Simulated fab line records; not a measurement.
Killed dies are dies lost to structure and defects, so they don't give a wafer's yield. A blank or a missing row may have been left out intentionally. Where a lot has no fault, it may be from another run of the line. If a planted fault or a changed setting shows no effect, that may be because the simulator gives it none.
Matching of chambers / flow n5_finfet / N5_BEOL_M8_DEP_56 on pecvd-04: 3 sister chambers
The step deposits SiCN from 3MS/NH3, target thk 10 nm, time 17.5 s. 14 wafers are shown with their chamber, then 7 later ones without.

## WAFERS, EACH WITH ITS CHAMBER
wafer=L742.3; chamber=1; showerhead_plenum_p_Torr (Torr)=3.647; throttle_valve_pct (%)=8.8
wafer=L742.4; chamber=0; showerhead_plenum_p_Torr (Torr)=3.677; throttle_valve_pct (%)=8.1
wafer=L742.5; chamber=0; showerhead_plenum_p_Torr (Torr)=3.684; throttle_valve_pct (%)=8.1
wafer=L744.1; chamber=0; showerhead_plenum_p_Torr (Torr)=3.674; throttle_valve_pct (%)=8.2
wafer=L744.3; chamber=1; showerhead_plenum_p_Torr (Torr)=3.653; throttle_valve_pct (%)=8.8
wafer=L744.4; chamber=0; showerhead_plenum_p_Torr (Torr)=3.673; throttle_valve_pct (%)=8.2
wafer=L745.1; chamber=0; showerhead_plenum_p_Torr (Torr)=3.681; throttle_valve_pct (%)=8.4
wafer=L745.3; chamber=1; showerhead_plenum_p_Torr (Torr)=3.643; throttle_valve_pct (%)=8.6
wafer=L745.6; chamber=0; showerhead_plenum_p_Torr (Torr)=3.680; throttle_valve_pct (%)=8.5
wafer=L758.3; chamber=2; showerhead_plenum_p_Torr (Torr)=3.666; throttle_valve_pct (%)=8.5
wafer=L758.4; chamber=1; showerhead_plenum_p_Torr (Torr)=3.644; throttle_valve_pct (%)=8.4
wafer=L758.5; chamber=2; showerhead_plenum_p_Torr (Torr)=3.658; throttle_valve_pct (%)=8.3
wafer=L760.2; chamber=1; showerhead_plenum_p_Torr (Torr)=3.648; throttle_valve_pct (%)=8.8
wafer=L760.3; chamber=2; showerhead_plenum_p_Torr (Torr)=3.660; throttle_valve_pct (%)=8.4

SIGNATURES, as means of the wafers listed above
reading=showerhead_plenum_p_Torr; chamber 0=3.67817; chamber 1=3.64700; chamber 2=3.66133; scatter within a chamber=0.00413
reading=throttle_valve_pct; chamber 0=8.250; chamber 1=8.680; chamber 2=8.400; scatter within a chamber=0.16
Rule: a wafer lies at a distance from a chamber equal to the root of the sum of squares, over the readings, of (its reading less the chamber's mean, divided by the reading's scatter). If the next closest chamber is less than 2 further off than the closest, the wafer can't be placed; otherwise it belongs to the closest. The scatter: the root of (the sum of the squares of (reading less its chamber's mean) over the shown wafers, divided by (wafers less chambers)).

## WAFERS WHOSE CHAMBER IS MISSING
wafer=L760.5; showerhead_plenum_p_Torr (Torr)=3.652; throttle_valve_pct (%)=8.9
wafer=L763.2; showerhead_plenum_p_Torr (Torr)=3.648; throttle_valve_pct (%)=8.7
wafer=L763.3; showerhead_plenum_p_Torr (Torr)=3.663; throttle_valve_pct (%)=8.2
wafer=L763.4; showerhead_plenum_p_Torr (Torr)=3.666; throttle_valve_pct (%)=8.3
wafer=L765.2; showerhead_plenum_p_Torr (Torr)=3.683; throttle_valve_pct (%)=8.3
wafer=L765.3; showerhead_plenum_p_Torr (Torr)=3.650; throttle_valve_pct (%)=8.9
wafer=L765.4; showerhead_plenum_p_Torr (Torr)=3.666; throttle_valve_pct (%)=8.5

## WHICH CHAMBER EACH ONE RAN IN
wafer=L760.5; from the rows above=1; in truth=1
wafer=L763.2; from the rows above=1; in truth=1
wafer=L763.3; from the rows above=2; in truth=2
wafer=L763.4; from the rows above=can't be placed: 2 or 0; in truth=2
wafer=L765.2; from the rows above=0; in truth=0
wafer=L765.3; from the rows above=1; in truth=1
wafer=L765.4; from the rows above=2; in truth=2
6 of 7 placed correctly. From these rows, 1 cannot be placed; in 1 the true chamber is one of the candidates. Placed wrongly: 0.
